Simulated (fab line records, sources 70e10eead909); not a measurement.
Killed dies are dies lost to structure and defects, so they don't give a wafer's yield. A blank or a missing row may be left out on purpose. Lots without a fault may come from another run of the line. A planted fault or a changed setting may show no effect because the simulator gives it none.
Which tool did it? | flow nand_harc | 14 lots, 42 wafers sampled, at 4 steps of a route of 1302

WHAT THE GAUGES READ, wafer by wafer
The record holds no reading of a measuring or inspecting step that can be judged against a usual standard deviation.

WHICH TOOL RAN EACH LOT (tool, then ch and the chambers of the sampled wafers, then the start)
lot  | NHARC_A_STAIRCASE_TRIM_14                     | NHARC_A_STAIRCASE_TRIM_22                     | NHARC_A_STAIRCASE_TRIM_26                     | NHARC_A_STAIRCASE_EXPOSE_181
L875 | rie_diel-04 ch 0,1,3, day 15 19:24 or earlier | rie_diel-04 ch 0,1, day 15 19:24 or earlier   | rie_diel-04 ch 1,3, day 15 19:24 or earlier   | krf_scanner-02 ch 0, day 15 19:24
L876 | rie_diel-07 ch 1,2, day 16 05:08 or earlier   | rie_diel-07 ch 0,1, day 16 05:08 or earlier   | rie_diel-07 ch 0,1,3, day 16 05:08 or earlier | krf_scanner-04 ch 0, day 16 05:08
L877 | rie_diel-04 ch 0,1,3, day 16 23:48 or earlier | rie_diel-10 ch 1,2, day 16 23:48              | rie_diel-10 ch 1,2, day 17 02:04 or earlier   | krf_scanner-02 ch 0, day 17 02:04
L880 | rie_diel-04 ch 0,2,3, day 17 11:34 or earlier | rie_diel-04 ch 0,2,3, day 17 11:34 or earlier | rie_diel-04 ch 1,2,3, day 17 11:34 or earlier | krf_scanner-04 ch 0, day 17 11:34
L881 | rie_diel-07 ch 1,2,3, day 18 04:01 or earlier | rie_diel-04 ch 2,3, day 18 04:01 or earlier   | rie_diel-04 ch 0,1,3, day 18 04:01 or earlier | krf_scanner-02 ch 0, day 18 04:01
L888 | rie_diel-04 ch 1,2, day 21 13:13 or earlier   | rie_diel-04 ch 1,2,3, day 21 13:13 or earlier | rie_diel-04 ch 1,2,3, day 21 13:13 or earlier | krf_scanner-04, day 21 13:13
L889 | rie_diel-04 ch 0,1,3, day 21 23:54 or earlier | rie_diel-04 ch 2,3, day 21 23:54 or earlier   | rie_diel-04 ch 0,1,2, day 21 23:54 or earlier | krf_scanner-02, day 21 23:54
L891 | rie_diel-07 ch 2,3, day 22 17:16 or earlier   | rie_diel-04 ch 1,2, day 22 17:16 or earlier   | rie_diel-04 ch 0,1, day 22 17:16 or earlier   | krf_scanner-02 ch 0, day 22 17:16
L893 | rie_diel-07 ch 0,2,3, day 23 04:01 or earlier | rie_diel-04 ch 0,2, day 23 04:01 or earlier   | rie_diel-04 ch 1,2,3, day 23 04:01 or earlier | krf_scanner-02 ch 0, day 23 04:01
L895 | rie_diel-04 ch 0,1, day 23 23:19 or earlier   | rie_diel-04 ch 0,2,3, day 23 23:19 or earlier | rie_diel-04 ch 1,2, day 23 23:19 or earlier   | krf_scanner-03 ch 0, day 23 23:19
L894 | rie_diel-04 ch 1,2,3, day 23 23:47 or earlier | rie_diel-10 ch 0,3, day 23 23:47 or earlier   | rie_diel-10 ch 0,1, day 23 23:47 or earlier   | krf_scanner-02 ch 0, day 23 23:47
L897 | rie_diel-10 ch 0,1,2, day 24 18:03 or earlier | rie_diel-10 ch 0,1,3, day 24 18:03 or earlier | rie_diel-10 ch 0,1,3, day 24 18:03 or earlier | krf_scanner-02 ch 0, day 24 18:03
L896 | rie_diel-04 ch 1,3, day 24 22:07 or earlier   | rie_diel-10 ch 1,3, day 24 22:07 or earlier   | rie_diel-10 ch 0,2,3, day 24 22:07 or earlier | krf_scanner-02 ch 0, day 24 22:07
L898 | rie_diel-07 ch 2,3, day 25 18:16 or earlier   | rie_diel-07 ch 0,1, day 25 18:16 or earlier   | rie_diel-07 ch 0,2,3, day 25 18:16 or earlier | krf_scanner-04 ch 0, day 25 18:16
- NHARC_A_STAIRCASE_TRIM_14: chemistry O2, time 211.2 s.
- NHARC_A_STAIRCASE_TRIM_22: chemistry O2, time 211.2 s.
- NHARC_A_STAIRCASE_TRIM_26: chemistry O2, time 211.2 s.
- NHARC_A_STAIRCASE_EXPOSE_181: exposes mask STAIR 2.

WHAT THE TOOLS THEMSELVES READ (means of the sampled wafers that have a number; where no wafer has one, the mark that the record gives instead)
NHARC_A_STAIRCASE_TRIM_14. Usual: drypump_motor_current_A 5.7 A, standard deviation 0.57; oes_product_au 1.003 a.u., standard deviation 0.0073; rf_vpp_V 57.7 V, standard deviation 0.88; showerhead_plenum_p_Torr 3.49 Torr, standard deviation 0.14; throttle_valve_pct 17.037 %, standard deviation 0.0099.
lot  | tool        | drypump_motor_current_A (A) | oes_product_au (a.u.) | rf_vpp_V (V) | showerhead_plenum_p_Torr (Torr) | throttle_valve_pct (%) | flag
L875 | rie_diel-04 | 5.3                         | 1.004                 | 57.9         | 3.57                            | 17.038                 |
L876 | rie_diel-07 | 5.8                         | 1.010                 | 57.2         | 3.47                            | 17.043                 |
L877 | rie_diel-04 | 5.2                         | 1.009                 | 57.5         | 3.56                            | 17.037                 |
L880 | rie_diel-04 | 5.5                         | 0.996                 | 58.4         | 3.61                            | 17.038                 |
L881 | rie_diel-07 | 5.9                         | 1.004                 | 57.0         | 3.45                            | 17.038                 |
L888 | rie_diel-04 | 5.5                         | 1.009                 | 57.3         | 3.39                            | 17.038                 |
L889 | rie_diel-04 | 5.2                         | 1.000                 | 57.0         | 3.54                            | 17.034                 |
L891 | rie_diel-07 | 6.0                         | 0.995                 | 57.3         | 3.44                            | 17.038                 |
L893 | rie_diel-07 | 6.2                         | 0.996                 | 57.3         | 3.52                            | 17.029                 |
L895 | rie_diel-04 | 4.9                         | 1.001                 | 57.4         | 3.44                            | 17.040                 |
L894 | rie_diel-04 | 5.6                         | 1.016                 | 57.2         | 3.43                            | 17.036                 |
L897 | rie_diel-10 | 5.8                         | 1.008                 | 56.7         | 3.40                            | 17.032                 |
L896 | rie_diel-04 | 5.8                         | 1.000                 | 57.9         | 3.48                            | 17.032                 |
L898 | rie_diel-07 | 6.0                         | 1.009                 | 57.2         | 3.43                            | 17.036                 |

NHARC_A_STAIRCASE_TRIM_22. Usual: drypump_motor_current_A 5.7 A, standard deviation 0.54; oes_product_au 1.002 a.u., standard deviation 0.0066; rf_vpp_V 57.7 V, standard deviation 0.89; showerhead_plenum_p_Torr 3.48 Torr, standard deviation 0.14; throttle_valve_pct 17.037 %, standard deviation 0.0095.
lot  | tool        | drypump_motor_current_A (A) | oes_product_au (a.u.) | rf_vpp_V (V) | showerhead_plenum_p_Torr (Torr) | throttle_valve_pct (%) | flag
L875 | rie_diel-04 | 4.7                         | 1.007                 | 58.1         | 3.62                            | 17.037                 |
L876 | rie_diel-07 | 6.0                         | 1.003                 | 58.5         | 3.55                            | 17.039                 |
L877 | rie_diel-10 | 5.6                         | 1.001                 | 57.1         | 3.36                            | 17.032                 |
L880 | rie_diel-04 | 5.5                         | 1.007                 | 58.6         | 3.61                            | 17.038                 |
L881 | rie_diel-04 | 6.1                         | 1.003                 | 58.3         | 3.55                            | 17.044                 |
L888 | rie_diel-04 | 5.6                         | 1.008                 | 57.5         | 3.44                            | 17.026                 |
L889 | rie_diel-04 | 6.1                         | 0.997                 | 57.5         | 3.53                            | 17.037                 |
L891 | rie_diel-04 | 5.3                         | 1.001                 | 56.2         | 3.34                            | 17.040                 |
L893 | rie_diel-04 | 5.4                         | 0.994                 | 58.2         | 3.53                            | 17.038                 |
L895 | rie_diel-04 | 5.5                         | 1.001                 | 57.8         | 3.58                            | 17.040                 |
L894 | rie_diel-10 | 5.8                         | 0.997                 | 57.6         | 3.42                            | 17.038                 |
L897 | rie_diel-10 | 5.7                         | 1.004                 | 56.9         | 3.42                            | 17.034                 |
L896 | rie_diel-10 | 5.3                         | 1.000                 | 58.0         | 3.38                            | 17.045                 |
L898 | rie_diel-07 | 6.2                         | 1.004                 | 57.5         | 3.60                            | 17.034                 |

NHARC_A_STAIRCASE_TRIM_26. Usual: drypump_motor_current_A 5.7 A, standard deviation 0.56; oes_product_au 1.002 a.u., standard deviation 0.0075; rf_vpp_V 57.7 V, standard deviation 0.83; showerhead_plenum_p_Torr 3.48 Torr, standard deviation 0.14; throttle_valve_pct 17.035 %, standard deviation 0.0075.
lot  | tool        | drypump_motor_current_A (A) | oes_product_au (a.u.) | rf_vpp_V (V) | showerhead_plenum_p_Torr (Torr) | throttle_valve_pct (%) | flag
L875 | rie_diel-04 | 5.8                         | 1.008                 | 57.4         | 3.51                            | 17.029                 |
L876 | rie_diel-07 | 6.1                         | 1.005                 | 57.7         | 3.53                            | 17.038                 |
L877 | rie_diel-10 | 5.5                         | 1.006                 | 57.2         | 3.39                            | 17.037                 |
L880 | rie_diel-04 | 5.6                         | 1.008                 | 57.0         | 3.45                            | 17.039                 |
L881 | rie_diel-04 | 5.2                         | 0.995                 | 58.0         | 3.56                            | 17.044                 |
L888 | rie_diel-04 | 5.6                         | 0.997                 | 57.3         | 3.44                            | 17.042                 |
L889 | rie_diel-04 | 5.1                         | 0.997                 | 58.3         | 3.49                            | 17.042                 |
L891 | rie_diel-04 | 4.8                         | 0.995                 | 57.0         | 3.44                            | 17.035                 |
L893 | rie_diel-04 | 5.7                         | 0.996                 | 57.6         | 3.43                            | 17.033                 |
L895 | rie_diel-04 | 5.2                         | 0.994                 | 57.6         | 3.33                            | 17.034                 |
L894 | rie_diel-10 | 5.6                         | 0.999                 | 57.8         | 3.43                            | 17.031                 |
L897 | rie_diel-10 | 5.7                         | 1.005                 | 57.1         | 3.42                            | 17.042                 |
L896 | rie_diel-10 | 5.9                         | 1.009                 | 57.5         | 3.40                            | 17.030                 |
L898 | rie_diel-07 | 6.2                         | 1.005                 | 57.6         | 3.51                            | 17.029                 |

NHARC_A_STAIRCASE_EXPOSE_181. Usual: exposure_dose_mJ_cm2 27.878, standard deviation 0.026; focus_offset_nm 0.0 nm, standard deviation 0.51.
lot  | tool           | exposure_dose_mJ_cm2 | focus_offset_nm (nm) | flag
L875 | krf_scanner-02 | 27.855               | 0.3                  |
L876 | krf_scanner-04 | 27.865               | 0.0                  |
L877 | krf_scanner-02 | 27.832               | 0.1                  |
L880 | krf_scanner-04 | 27.875               | 0.3                  |
L881 | krf_scanner-02 | 27.874               | -0.4                 |
L888 | krf_scanner-04 | -                    | -                    | OFF
L889 | krf_scanner-02 | -                    | -                    | OFF
L891 | krf_scanner-02 | 27.920               | -0.1                 |
L893 | krf_scanner-02 | 27.906               | 0.5                  |
L895 | krf_scanner-03 | 27.869               | 0.0                  |
L894 | krf_scanner-02 | 27.905               | -0.3                 |
L897 | krf_scanner-02 | 27.880               | 0.4                  |
L896 | krf_scanner-02 | 27.865               | 0.2                  |
L898 | krf_scanner-04 | 27.840               | -0.0                 |

THE ANSWER, worked out from the rows above alone
Rule: a lot is off if the mean of its wafers that have a number lies more than 3 standard deviations from the usual mean. A lot without any number at a reading at which 4 lots or more have one is off too. The other lots that the step has rows for count as sound. The gauges are gone through in route order, then the tools' own readings, and for those a lot's mean is taken as printed above. The first step at which some lot is off is used, and at that step the reading that is off furthest; a lot without a number counts as furthest.
Off: L888, L889, at NHARC_A_STAIRCASE_EXPOSE_181 (exposure_dose_mJ_cm2). Without a number there: L888, L889.
A tool fits if, at that step or a process step before it, it ran every lot that is off, and no sound lot after the first of them. NHARC_A_STAIRCASE_TRIM_14 gives no start for some lots, so the hours and the order of its lots are those of NHARC_A_STAIRCASE_EXPOSE_181. NHARC_A_STAIRCASE_TRIM_22 gives no start for some lots, so the hours and the order of its lots are those of NHARC_A_STAIRCASE_EXPOSE_181. NHARC_A_STAIRCASE_TRIM_26 gives no start for some lots, so the hours and the order of its lots are those of NHARC_A_STAIRCASE_EXPOSE_181. None of those tried fits.

WHAT THE SIMULATOR HAD PUT IN
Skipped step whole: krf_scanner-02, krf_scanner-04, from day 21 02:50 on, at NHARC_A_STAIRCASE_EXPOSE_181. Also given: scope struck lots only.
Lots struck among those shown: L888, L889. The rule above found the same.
